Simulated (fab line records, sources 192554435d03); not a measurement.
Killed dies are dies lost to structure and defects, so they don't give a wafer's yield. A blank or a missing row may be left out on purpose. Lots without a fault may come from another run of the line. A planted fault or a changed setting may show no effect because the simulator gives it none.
Problem report in the 8D (eight disciplines) form, filled by code | flow n5_finfet | the parts of the form that need people (team, actions taken, sign-off) are left out

1. THE PROBLEM
M12_ILD_THK at N5_BEOL_M12_THK_MEAS_01 reads a mean of 719 nm on 2 wafers of 2 lots; wafers without a fault read 655 nm with a standard deviation of 8.4. That is +7.6 standard deviations from the usual mean.
First seen on wafer L163.4, day 14 20:37, on film_metro-01. The record holds 27 wafers of 9 lots with a number at this step. Rule for "out", or "out of limits": more than 4 standard deviations from the usual mean. The other wafers with a number count as sound.

2. WHAT IT IS AND WHAT IT IS NOT
question                    | is                           | is not
which readings at this step | M12_ILD_THK                  | -
which lots                  | L163, L165                   | L147, L150, L152, L153, L159, L161, L162
which wafers of those lots  | L163.4, L165.4               | L163.3, L163.6, L165.1, L165.6
read on which gauges        | film_metro-01, film_metro-02 | -
when                        | from day 14 20:37            | up to then (20 sound wafers); but 5 sound wafers of L162, L165 came after

3. SUSPECTS, AND WHAT RULES EACH OUT
Counting: a tool at a process step up to the reading stays a suspect if it ran every lot that is out. Sound lots after the first of them don't rule it out here, since some wafers of a struck lot are sound.
- the gauge at N5_BEOL_M12_THK_MEAS_01: ruled out. The wafers that are out were read on 2 gauges (film_metro-01, film_metro-02).
- pecvd-04 at N5_BEOL_M12_ILD_DEP_00 (deposits SiOC from DEMS/O2, target thk 658.92 nm, time 130.7 s): kept. It ran every lot that is out, first L163 (day 14 20:29); its last sound lot up to then is L159 (day 13 17:24).
Left after counting: pecvd-04 at N5_BEOL_M12_ILD_DEP_00.

4. THE CAUSE (what the simulator had put in)
Process parameter drift: pecvd-04, from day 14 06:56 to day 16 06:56, at N5_BEOL_M12_ILD_DEP_00. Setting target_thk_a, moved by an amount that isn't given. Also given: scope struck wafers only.
Counting left only this tool.

5. THE CHAIN OF EFFECTS, in route order
Each row: a reading whose mean over the struck wafers that have a number lies more than 3 standard deviations from the usual. Only readings for which the record gives a usual standard deviation are gone through. hours: the time from each lot's start at the first step in this table that gives one to its start at this step, as a median over the lots. sigmas: the change in usual standard deviations.
hours | step                    | reading                  | usual  | on struck wafers | change | sigmas
0     | N5_BEOL_M12_THK_MEAS_01 | M12_ILD_THK              | 655 nm | 719              | +64    | +7.6
1     | N5_BEOL_M12_STRIP_63    | strip_time_to_endpoint_s | 43.0 s | 37.1             | -5.9   | -5.3
The process steps in it:
- N5_BEOL_M12_STRIP_63: strips in N2/H2.

6. WHAT WOULD HAVE CAUGHT IT SOONER
In this record the first reading out of limits at a measuring or inspecting step was taken at day 14 20:37, 14 hours after the fault began at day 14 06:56.
Of the tool readings at N5_BEOL_M12_ILD_DEP_00 for which the record gives a usual standard deviation, none was out on any struck wafer, so an alarm limit of 4 standard deviations on them would not have fired.
Of the lots that are out (2), L165 began N5_BEOL_M12_ILD_DEP_00 on pecvd-04 after day 14 20:37. A hold on the tool at that time would have spared it.
